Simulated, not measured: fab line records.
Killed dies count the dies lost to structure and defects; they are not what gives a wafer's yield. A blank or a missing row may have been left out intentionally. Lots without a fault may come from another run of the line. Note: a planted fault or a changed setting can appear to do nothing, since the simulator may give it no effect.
fab line records    flow n5-finfet
record: lots: 7  wafers: 21
route steps=1938 shown WELL_APT@40 FIN_SAQP@100 DUMMY_GATE@221
start-h: the number of hours between the record's first day and the start of the first shown wafer of the lot    wait-h: hours since the lot's step before    " as in the row above    L1.1+2: a single row standing in for several wafers    - no value, or no start was given    * or withheld: withheld    < > ~ a bound
route shown NAME@n: NAME is a module with steps in the file, n the number in the route of the first one    usual: mean/standard deviation of fault-free wafers    same: alike in all rows    chamber/n: place in a boat    sites: readings site by site    _std_site: the standard deviation of these    _edge_site: inner sites' mean taken away from outer sites' mean    radius-mm: for every site, how far away it sits from the centre of the wafer    mask NAME#n: copy n    behind: the tool/chamber that last shaped the wafer    hold: reason for holding the lot/hours on hold/outcome of the hold    device: the n, p or np transistor that did not switch    end of line: the route-end tests of the same wafers    where a step has no rows: the recipe by itself    killed: at the first sort, the dies lost to defects and structure; wafer yield is something else    map: dies across one wafer; x = killed, . = not, _ = none there
set.NAME: the setting as run; set.NAME@STEP: as run at that earlier step    model.NAME: the simulator's own value behind a step, which no gauge read
lots with deliberately changed settings; one table per step, one row per wafer
== steps ==
step: N5_WELL_APT_PEB_23
recipe: peb-temp-c: 130  peb-time-s: 90
lot.wafer   tool            chamber  start-h  wait-h  set.peb-temp-c
L078.4+6    litho-track-03  0        39.42    0.0     130
L078.5      "               0        "        "       132.5
L082.3+4+5  litho-track-01  0        63.60    0.0     130
L085.2+5    litho-track-04  0        81.30    0.0     130
L085.3      "               0        "        "       133.7
L088.2      litho-track-01  0        98.72    0.0     130
L088.3+6    "               0        "        "       127.1
L089.1+2+5  litho-track-01  0        105.16   0.1     130
L091.1+3+5  litho-track-01  0        116.76   0.1     130
L093.2+6    litho-track-04  0        128.65   0.0     130
L093.5      "               0        "        "       131.4
step: N5_WELL_APT_DEVELOP_24
recipe: develop-time-s: 45  rinse-liquid: surfactant-rinse  dry: air-spin  dev-temp-c: 21
step: N5_WELL_APT_HARDBAKE_29
recipe: temp-c: 130  time-s: 120
step: N5_WELL_APT_CD_MEAS_25
recipe: target-cd-nm: 200  landing-energy-ev: 500  detector: se-inlens
usual: cd-nm: 199.1/2.6
lot.wafer  tool       chamber  start-h  wait-h  set.peb-temp-c@WELL_APT_PEB_23  cd-nm
L078.4     cd-sem-03  0        39.53    -       130                             201.5
L078.5     "          0        "        "       132.5                           213.5
L078.6     "          0        "        "       130                             198.4
L082.3     cd-sem-01  0        63.72    -       130                             195.5
L082.4     "          0        "        "       130                             195.9
L082.5     "          0        "        "       130                             196.3
L085.2     cd-sem-02  0        81.42    -       130                             202.7
L085.3     "          0        "        "       133.7                           216.3
L085.5     "          0        "        "       130                             200.0
L088.2     cd-sem-03  0        98.84    -       130                             195.3
L088.3     "          0        "        "       127.1                           179.1
L088.6     "          0        "        "       127.1                           177.2
L089.1     cd-sem-02  0        105.28   -       130                             199.0
L089.2     "          0        "        "       130                             195.4
L089.5     "          0        "        "       130                             198.9
L091.1     cd-sem-02  0        116.87   -       130                             196.7
L091.3     "          0        "        "       130                             198.9
L091.5     "          0        "        "       130                             196.6
L093.2     cd-sem-02  0        128.77   -       130                             198.9
L093.5     "          0        "        "       131.4                           204.9
L093.6     "          0        "        "       130                             203.1
step: N5_WELL_APT_DESCUM_30
recipe: chemistry: O2  time-s: 7.9  source-power-w: 50  bias-power-w: 20  pressure-mtorr: 20  rf-frequency-hz: 2.712e+07  temp-c: 40  o2-flow-sccm: 225
lot.wafer  tool         chamber  start-h  wait-h  set.peb-temp-c@WELL_APT_PEB_23  model.WELL_APT.cd-nm
L078.4     rie-diel-06  0        39.62    0.0     130                             201.4
L078.5     "            0        "        "       132.5                           213.7
L078.6     "            3        "        "       130                             198.3
L082.3     rie-diel-06  2        63.89    0.1     130                             195.9
L082.4     "            2        "        "       130                             196
L082.5     "            1        "        "       130                             196.3
L085.2     rie-diel-06  2        81.76    0.3     130                             202.6
L085.3     "            3        "        "       133.7                           216.4
L085.5     "            2        "        "       130                             200.1
L088.2     rie-diel-05  1        99.02    0.1     130                             195.2
L088.3     "            0        "        "       127.1                           178.6
L088.6     "            1        "        "       127.1                           177
L089.1+5   rie-diel-03  3        105.37   0.0     130                             199
L089.2     "            1        "        "       130                             195.9
L091.1     rie-diel-03  3        116.96   0.0     130                             197.3
L091.3     "            2        "        "       130                             199.1
L091.5     "            3        "        "       130                             196.7
L093.2     rie-diel-06  1        128.86   0.0     130                             198.7
L093.5     "            3        "        "       131.4                           205
L093.6     "            0        "        "       130                             203.3
step: N5_FIN_SAQP_PECVD_06
recipe: material: a-Si  target-thk-a: 600  temp-c: 400  precursor: SiH4/He  pressure-torr: 3  rf-w: 100  time-s: 48.1
lot.wafer  tool      chamber  start-h  wait-h  set.time-s  model.a-Si_of_FIN_SAQP_PECVD_06.thk-nm
L078.4     pecvd-04  0        45.50    0.0     48.1        60.18
L078.5     "         1        "        "       48.1        60.31
L078.6     "         2        "        "       48.1        60.06
L082.3     pecvd-01  1        70.12    0.0     48.1        59.21
L082.4     "         0        "        "       54.54       69.99
L082.5     "         1        "        "       54.54       67.94
L085.2     pecvd-02  2        88.06    0.0     48.1        58.97
L085.3     "         1        "        "       48.1        58.14
L085.5     "         1        "        "       48.1        59.47
L088.2     pecvd-04  0        106.39   0.0     50.89       63.95
L088.3     "         1        "        "       48.1        59.84
L088.6     "         2        "        "       48.1        60.81
L089.1     pecvd-04  0        111.53   0.0     48.1        60.2
L089.2     "         1        "        "       50.18       62.16
L089.5     "         1        "        "       50.18       62.84
L091.1     pecvd-02  1        124.97   0.0     48.1        58.41
L091.3     "         0        "        "       48.1        58.42
L091.5     "         0        "        "       48.1        60.24
L093.2     pecvd-02  1        135.09   0.0     52.87       65.62
L093.5     "         2        "        "       48.1        61.26
L093.6     "         1        "        "       48.1        60.33
step: N5_FIN_SAQP_THK_MEAS_07
usual: thk-nm: 59.9/0.82
lot.wafer  tool           chamber  start-h  wait-h  set.time-s@FIN_SAQP_PECVD_06  thk-nm
L078.4     film-metro-01  -        45.56    0.0     48.1                          60.2
L078.5     "              -        "        "       48.1                          60.4
L078.6     "              -        "        "       48.1                          60.1
L082.3     film-metro-01  -        70.21    0.1     48.1                          59.2
L082.4     "              -        "        "       54.54                         70.0
L082.5     "              -        "        "       54.54                         67.9
L085.2     film-metro-01  -        88.15    0.1     48.1                          59.0
L085.3     "              -        "        "       48.1                          58.2
L085.5     "              -        "        "       48.1                          59.4
L088.2     film-metro-01  -        106.48   0.1     50.89                         63.9
L088.3     "              -        "        "       48.1                          59.8
L088.6     "              -        "        "       48.1                          60.8
L089.1     film-metro-01  -        111.62   0.1     48.1                          60.3
L089.2     "              -        "        "       50.18                         62.1
L089.5     "              -        "        "       50.18                         62.9
L091.1     film-metro-01  -        125.06   0.1     48.1                          58.4
L091.3     "              -        "        "       48.1                          58.4
L091.5     "              -        "        "       48.1                          60.3
L093.2     film-metro-01  -        135.18   0.1     52.87                         65.6
L093.5     "              -        "        "       48.1                          61.2
L093.6     "              -        "        "       48.1                          60.3
step: N5_FIN_SAQP_EXPOSE_13
recipe: mask-id: FIN_CORE  na: 1.35  source-shape: dipole  sigma-inner: 0.538  sigma-outer: 0.738  polarization: te  target-cd-nm: 35.6  dose-mj: 63.25
lot.wafer   tool             chamber  start-h  wait-h  mask        set.dose-mj
L078.4+5    arfi-scanner-01  0        45.93    -       FIN_CORE#0  63.25
L078.6      "                0        "        "       FIN_CORE#0  65.62
L082.3+4    arfi-scanner-01  0        70.58    -       FIN_CORE#0  58.98
L082.5      "                0        "        "       FIN_CORE#0  63.25
L085.2+3    arfi-scanner-03  0        88.51    -       FIN_CORE#0  59.56
L085.5      "                0        "        "       FIN_CORE#0  63.25
L088.2+6    arfi-scanner-02  0        106.84   -       FIN_CORE#0  58.74
L088.3      "                0        "        "       FIN_CORE#0  63.25
L089.1+5    arfi-scanner-01  0        111.98   -       FIN_CORE#0  59.09
L089.2      "                0        "        "       FIN_CORE#0  63.25
L091.1+3+5  arfi-scanner-02  0        125.29   -       FIN_CORE#0  63.25
L093.2+5+6  arfi-scanner-01  0        135.54   -       FIN_CORE#0  63.25
step: N5_FIN_SAQP_PEB_14
recipe: peb-temp-c: withheld  peb-time-s: 60  resist: CAR-ArF
step: N5_FIN_SAQP_DEVELOP_15
recipe: develop-time-s: 30  developer: TMAH  resist: CAR-ArF  dev-temp-c: 23  rinse-liquid: diw  dry: air-spin
step: N5_FIN_SAQP_CD_MEAS_16
recipe: target-cd-nm: 35.6  landing-energy-ev: 500  detector: se-inlens
usual: cd-nm: 35.8/0.39
lot.wafer  tool       chamber  start-h  wait-h  set.dose-mj@FIN_SAQP_EXPOSE_13  cd-nm
L078.4     cd-sem-01  0        46.05    -       63.25                           35.3
L078.5     "          0        "        "       63.25                           35.7
L078.6     "          0        "        "       65.62                           34.4
L082.3     cd-sem-03  0        70.70    -       58.98                           37.6
L082.4     "          0        "        "       58.98                           37.6
L082.5     "          0        "        "       63.25                           36.2
L085.2     cd-sem-03  0        88.63    -       59.56                           37.8
L085.3     "          0        "        "       59.56                           37.4
L085.5     "          0        "        "       63.25                           36.3
L088.2     cd-sem-03  0        106.96   -       58.74                           37.4
L088.3     "          0        "        "       63.25                           35.1
L088.6     "          0        "        "       58.74                           37.6
L089.1     cd-sem-03  0        112.11   -       59.09                           37.2
L089.2     "          0        "        "       63.25                           35.5
L089.5     "          0        "        "       59.09                           37.1
L091.1     cd-sem-03  0        125.42   -       63.25                           36.1
L091.3     "          0        "        "       63.25                           35.7
L091.5     "          0        "        "       63.25                           35.7
L093.2     cd-sem-03  0        135.67   -       63.25                           35.8
L093.5     "          0        "        "       63.25                           36.1
L093.6     "          0        "        "       63.25                           35.6
step: N5_FIN_SAQP_ETCH_52
recipe: chemistry: N2/H2  target: SOC  target-depth-a: 1000  overetch-a: 200  mask-material: SiARC  temp-c: 40  time-s: 150  ion-energy-ev: 200  pressure-mtorr: 30  source-w: 840  bias-w: 150  n2-flow-sccm: 200  h2-flow-sccm: 200  ends: end-point
step: N5_FIN_SAQP_STRIP_53
recipe: chemistry: N2/H2  temp-c: 40  n2-flow-sccm: 200  h2-flow-sccm: 200  rf-frequency-hz: 6e+07
step: N5_FIN_SAQP_HM_OPEN_73
recipe: chemistry: CHF3/O2  target: SiO2  stop-on: a-Si  target-depth-a: 120  over-etch-frac: 1.8  mask-material: SOC  time-s: 16.8  pressure-mtorr: 30  source-w: 650  bias-w: 170  Ar_flow_sccm: 200  CHF3_flow_sccm: 50  O2_flow_sccm: 5  ion-energy-ev: 200  ends: end-point
lot.wafer  tool         chamber  start-h  wait-h  set.time-s@FIN_SAQP_PECVD_06  model.a-Si_of_FIN_SAQP_PECVD_06.thk-nm
L078.4     rie-diel-05  1        46.36    0.0     48.1                          60.18
L078.5     "            3        "        "       48.1                          60.31
L078.6     "            2        "        "       48.1                          60.04
L082.3     rie-diel-05  3        70.99    0.0     48.1                          59.21
L082.4     "            2        "        "       54.54                         69.97
L082.5     "            3        "        "       54.54                         67.94
L085.2     rie-diel-05  0        88.92    0.0     48.1                          58.97
L085.3     "            3        "        "       48.1                          58.14
L085.5     "            2        "        "       48.1                          59.45
L088.2     rie-diel-05  2        107.31   0.0     50.89                         63.93
L088.3     "            1        "        "       48.1                          59.84
L088.6     "            2        "        "       48.1                          60.79
L089.1     rie-diel-03  2        112.50   0.0     48.1                          60.15
L089.2     "            3        "        "       50.18                         62.16
L089.5     "            3        "        "       50.18                         62.84
L091.1     rie-diel-03  1        125.83   0.0     48.1                          58.41
L091.3     "            3        "        "       48.1                          58.42
L091.5     "            1        "        "       48.1                          60.24
L093.2     rie-diel-05  2        136.07   0.0     52.87                         65.59
L093.5     "            1        "        "       48.1                          61.26
L093.6     "            0        "        "       48.1                          60.33
step: N5_FIN_SAQP_STRIP_74
recipe: chemistry: CHF3/O2  resist: SiARC  rf-frequency-hz: 6e+07
step: N5_FIN_SAQP_MANDREL_ETCH_22
recipe: target-depth-a: 600  chemistry: HBr/Cl2  target: a-Si  stop-on: SiNx  bt-time-s: 10  over-etch-frac: 0.5  time-s: 30  pressure-mtorr: 10  icp-w: 800  bias-w: 75  HBr_flow_sccm: 150  Cl2_flow_sccm: 80  ends: end-point
usual: oes-product-au: 0.765/0.012
lot.wafer  tool       chamber  start-h  wait-h  set.time-s@FIN_SAQP_PECVD_06  oes-product-au  model.etch.depth-nm
L078.4     rie-si-03  2        46.42    0.0     48.1                          0.775           60.18
L078.5     "          2        "        "       48.1                          0.768           60.31
L078.6     "          3        "        "       48.1                          0.780           60.04
L082.3     rie-si-05  0        71.08    0.0     48.1                          0.745           59.21
L082.4     "          2        "        "       54.54                         0.849           69.97
L082.5     "          0        "        "       54.54                         0.815           67.94
L085.2     rie-si-05  1        89.01    0.0     48.1                          0.767           58.97
L085.3     "          2        "        "       48.1                          0.753           58.14
L085.5     "          2        "        "       48.1                          0.758           59.45
L088.2     rie-si-01  2        107.40   0.0     50.89                         0.803           63.93
L088.3     "          3        "        "       48.1                          0.762           59.84
L088.6     "          3        "        "       48.1                          0.776           60.79
L089.1     rie-si-05  0        112.62   0.0     48.1                          0.753           60.15
L089.2     "          2        "        "       50.18                         0.786           62.16
L089.5     "          3        "        "       50.18                         0.776           62.84
L091.1     rie-si-01  1        125.92   0.0     48.1                          0.746           58.41
L091.3     "          2        "        "       48.1                          0.758           58.42
L091.5     "          2        "        "       48.1                          0.773           60.24
L093.2     rie-si-01  0        136.16   0.0     52.87                         0.815           65.59
L093.5     "          3        "        "       48.1                          0.778           61.26
L093.6     "          0        "        "       48.1                          0.769           60.33
step: N5_DUMMY_GATE_PECVD_30
recipe: material: SiO2  target-thk-a: 550  temp-c: 400  precursor: TEOS/O2  pressure-torr: 6.5  rf-w: withheld  teos-flow-sccm: withheld  gas: O2  flow-sccm: 2650  time-s: 10.8
lot.wafer  tool      chamber  start-h  wait-h  set.time-s  model.SiO2_of_DUMMY_GATE_PECVD_30.thk-nm
L078.4     pecvd-02  0        70.71    0.1     10.8        55.4
L078.5     "         2        "        "       12.15       61.4
L078.6     "         1        "        "       12.15       61.6
L082.3     pecvd-04  0        95.73    0.0     10.8        54.8
L082.4     "         1        "        "       9.512       49.4
L082.5     "         0        "        "       10.8        55.4
L085.2     pecvd-04  0        116.68   0.0     10.8        53.4
L085.3     "         1        "        "       10.8        54.4
L085.5     "         2        "        "       10.8        55.4
L088.2     pecvd-04  0        133.85   0.0     10.8        54
L088.3     "         1        "        "       11.46       57.6
L088.6     "         2        "        "       10.8        55.8
L089.1     pecvd-04  0        138.70   0.0     11.57       57.8
L089.2     "         1        "        "       11.57       58.2
L089.5     "         0        "        "       10.8        56.2
L091.1+3   pecvd-04  0,1      148.99   0.0     10.8        54.2
L091.5     "         0        "        "       10.8        55
L093.2     pecvd-03  1        158.64   0.0     10.8        54.8
L093.5     "         0        "        "       10.8        55.6
L093.6     "         2        "        "       9.905       50.8
step: N5_DUMMY_GATE_EXPOSE_12
recipe: mask-id: GATE  na: 0.33  source-shape: annular  sigma-inner: 0.2  sigma-outer: 0.6  polarization: unpolarized  target-cd-nm: 25  dose-mj: 34
lot.wafer   tool            chamber  start-h  wait-h  mask    set.dose-mj
L078.4+5    euv-scanner-01  0        71.03    -       GATE#0  35.21
L078.6      "               0        "        "       GATE#0  34
L082.3+4+5  euv-scanner-01  0        96.07    -       GATE#0  34
L085.2      euv-scanner-01  0        116.88   -       GATE#0  34
L085.3+5    "               0        "        "       GATE#0  31.49
L088.2+6    euv-scanner-02  0        134.06   -       GATE#0  34
L088.3      "               0        "        "       GATE#0  31.46
L089.1+5    euv-scanner-01  0        139.02   -       GATE#0  34
L089.2      "               0        "        "       GATE#0  32.07
L091.1+3+5  euv-scanner-01  0        149.31   -       GATE#0  34
L093.2+5+6  euv-scanner-01  0        158.97   -       GATE#0  34
step: N5_DUMMY_GATE_PEB_13
recipe: peb-temp-c: 100  peb-time-s: 60  resist: CAR-EUV
step: N5_DUMMY_GATE_DEVELOP_14
recipe: develop-time-s: 30  developer: TMAH  resist: CAR-EUV  rinse-liquid: surfactant-rinse  dry: air-spin  dev-temp-c: 23
step: N5_DUMMY_GATE_CD_MEAS_15
recipe: target-cd-nm: 25.8  landing-energy-ev: 500  detector: se-inlens
usual: cd-nm: 24.93/0.27
lot.wafer  tool       chamber  start-h  wait-h  set.dose-mj@DUMMY_GATE_EXPOSE_12  cd-nm
L078.4     cd-sem-01  0        71.15    -       35.21                             24.00
L078.5     "          0        "        "       35.21                             24.11
L078.6     "          0        "        "       34                                24.55
L082.3     cd-sem-03  0        96.19    -       34                                24.85
L082.4     "          0        "        "       34                                25.10
L082.5     "          0        "        "       34                                25.41
L085.2     cd-sem-03  0        117.01   -       34                                25.47
L085.3     "          0        "        "       31.49                             26.78
L085.5     "          0        "        "       31.49                             26.58
L088.2     cd-sem-03  0        134.18   -       34                                24.82
L088.3     "          0        "        "       31.46                             26.59
L088.6     "          0        "        "       34                                24.82
L089.1     cd-sem-03  0        139.15   -       34                                24.90
L089.2     "          0        "        "       32.07                             26.02
L089.5     "          0        "        "       34                                24.75
L091.1     cd-sem-03  0        149.44   -       34                                25.31
L091.3     "          0        "        "       34                                25.10
L091.5     "          0        "        "       34                                25.17
L093.2     cd-sem-03  0        159.09   -       34                                24.69
L093.5     "          0        "        "       34                                25.25
L093.6     "          0        "        "       34                                24.79
step: N5_DUMMY_GATE_ETCH_31
recipe: chemistry: C4F6/O2  target: SiO2  mask-material: SOC  target-depth-a: 825  time-s: 27.5  ion-energy-ev: 250  pressure-mtorr: 30  source-w: 345  bias-w: 185  Ar_flow_sccm: 300  C4F6_flow_sccm: 10  O2_flow_sccm: 10
step: N5_DUMMY_GATE_STRIP_41
recipe: chemistry: O2  power-w: 400  temp-c: 40  pressure-mtorr: 30  rf-frequency-hz: 6e+07  bias-power-w: 0  overash-fraction: 0.3  o2-flow-sccm: 225
step: N5_DUMMY_GATE_HM_OPEN_21
recipe: chemistry: CH3F/O2  target: SiNx  target-depth-a: 1200  Ar_flow_sccm: 150  CH3F_flow_sccm: 30  O2_flow_sccm: 23  time-s: 171.4  pressure-mtorr: 30  source-w: 395  bias-w: 73  ion-energy-ev: 120.7
lot.wafer  tool         chamber  start-h  wait-h  set.time-s@DUMMY_GATE_PECVD_30  model.SiO2_of_DUMMY_GATE_PECVD_30.thk-nm
L078.4     rie-diel-02  1        71.92    0.1     10.8                            45.4
L078.5     "            2        "        "       12.15                           51.8
L078.6     "            0        "        "       12.15                           52.2
L082.3     rie-diel-01  1        96.82    0.0     10.8                            45.4
L082.4     "            0        "        "       9.512                           39
L082.5     "            3        "        "       10.8                            45.6
L085.2     rie-diel-01  2        117.65   0.0     10.8                            43.2
L085.3     "            3        "        "       10.8                            44.8
L085.5     "            1        "        "       10.8                            45.8
L088.2     rie-diel-04  3        135.26   0.0     10.8                            43.8
L088.3     "            2        "        "       11.46                           48
L088.6     "            1        "        "       10.8                            45.6
L089.1     rie-diel-01  3        139.97   0.0     11.57                           48.4
L089.2     "            0        "        "       11.57                           47.8
L089.5     "            3        "        "       10.8                            46.6
L091.1     rie-diel-04  3        150.41   0.0     10.8                            44.2
L091.3     "            2        "        "       10.8                            44.8
L091.5     "            0        "        "       10.8                            45.2
L093.2     rie-diel-01  0        159.85   0.0     10.8                            44.6
L093.5     "            2        "        "       10.8                            45.4
L093.6     "            1        "        "       9.905                           41.2
step: N5_DUMMY_GATE_ETCH_32
recipe: chemistry: CF4  target: SiO2  target-depth-a: 35  time-s: 3.9  ion-energy-ev: 350  pressure-mtorr: 10  icp-w: 800  bias-w: 400  cf4-flow-sccm: 80
step: N5_DUMMY_GATE_ETCH_23
recipe: chemistry: HBr/Cl2/O2  HBr_flow_sccm: 150  Cl2_flow_sccm: 80  O2_flow_sccm: 12  bias-w: 102  target-depth-a: 410  time-s: 22.3  target: poly-Si  mask-material: SiO2  pressure-mtorr: 10  icp-w: 800
step: N5_DUMMY_GATE_ETCH_44
recipe: chemistry: HBr/O2  over-etch-frac: 0.7  target-depth-a: 1275  stop-on: SiO2  ion-energy-ev: 60  bias-w: 20  target: poly-Si  mask-material: SiO2  pressure-mtorr: 20  icp-w: 400  HBr_flow_sccm: 120  O2_flow_sccm: 10
lot.wafer  tool       chamber  start-h  wait-h  set.time-s@DUMMY_GATE_PECVD_30  model.SiO2_of_DUMMY_GATE_PECVD_30.thk-nm
L078.4     rie-si-06  0        72.10    0.0     10.8                            38.4
L078.5     "          2        "        "       12.15                           44.8
L078.6     "          3        "        "       12.15                           45.2
L082.3     rie-si-06  2        97.07    0.0     10.8                            38.2
L082.4     "          1        "        "       9.512                           31.8
L082.5     "          1        "        "       10.8                            38.4
L085.2     rie-si-02  2        117.90   0.0     10.8                            36.4
L085.3     "          1        "        "       10.8                            38
L085.5     "          3        "        "       10.8                            39.2
L088.2     rie-si-04  1        135.51   0.0     10.8                            37.2
L088.3     "          3        "        "       11.46                           41.4
L088.6     "          0        "        "       10.8                            38.6
L089.1+2   rie-si-04  2,3      140.22   0.0     11.57                           41.2
L089.5     "          0        "        "       10.8                            39.6
L091.1     rie-si-06  0        150.66   0.0     10.8                            37.4
L091.3     "          2        "        "       10.8                            37.6
L091.5     "          3        "        "       10.8                            38.2
L093.2     rie-si-04  2        160.10   0.0     10.8                            37.2
L093.5     "          3        "        "       10.8                            38.8
L093.6     "          2        "        "       9.905                           34
== key ==
split: step: N5_WELL_APT_PEB_23  setting: peb-temp-c  stated: 130  by: wafer
response: step: N5_WELL_APT_CD_MEAS_25  reading: cd-nm  change: +6.18  per: 1%  r: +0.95
response: step: N5_WELL_APT_DESCUM_30  reading: model.WELL_APT.cd-nm  change: +6.27  per: 1%  r: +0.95
split: step: N5_FIN_SAQP_PECVD_06  setting: time-s  stated: 48.1  by: wafer
response: step: N5_FIN_SAQP_PECVD_06  reading: model.a-Si_of_FIN_SAQP_PECVD_06.thk-nm  change: +0.635  per: 1%  r: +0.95
response: step: N5_FIN_SAQP_THK_MEAS_07  reading: thk-nm  change: *  per: 1%  r: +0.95
response: step: N5_FIN_SAQP_HM_OPEN_73  reading: model.a-Si_of_FIN_SAQP_PECVD_06.thk-nm  change: +0.634  per: 1%  r: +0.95
response: step: N5_FIN_SAQP_MANDREL_ETCH_22  reading: oes-product-au  change: +0.00573  per: 1%  r: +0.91
response: step: N5_FIN_SAQP_MANDREL_ETCH_22  reading: model.etch.depth-nm  change: +0.634  per: 1%  r: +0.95
split: step: N5_FIN_SAQP_EXPOSE_13  setting: dose-mj  stated: 63.25  by: wafer
response: step: N5_FIN_SAQP_CD_MEAS_16  reading: cd-nm  change: -0.264  per: 1%  r: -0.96
split: step: N5_DUMMY_GATE_PECVD_30  setting: time-s  stated: 10.8  by: wafer
response: step: N5_DUMMY_GATE_PECVD_30  reading: model.SiO2_of_DUMMY_GATE_PECVD_30.thk-nm  change: +0.461  per: 1%  r: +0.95
response: step: N5_DUMMY_GATE_HM_OPEN_21  reading: model.SiO2_of_DUMMY_GATE_PECVD_30.thk-nm  change: +0.488  per: 1%  r: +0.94
response: step: N5_DUMMY_GATE_ETCH_44  reading: model.SiO2_of_DUMMY_GATE_PECVD_30.thk-nm  change: +0.496  per: 1%  r: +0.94
split: step: N5_DUMMY_GATE_EXPOSE_12  setting: dose-mj  stated: 34  by: wafer
response: step: N5_DUMMY_GATE_CD_MEAS_15  reading: cd-nm  change: -0.198  per: 1%  r: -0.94
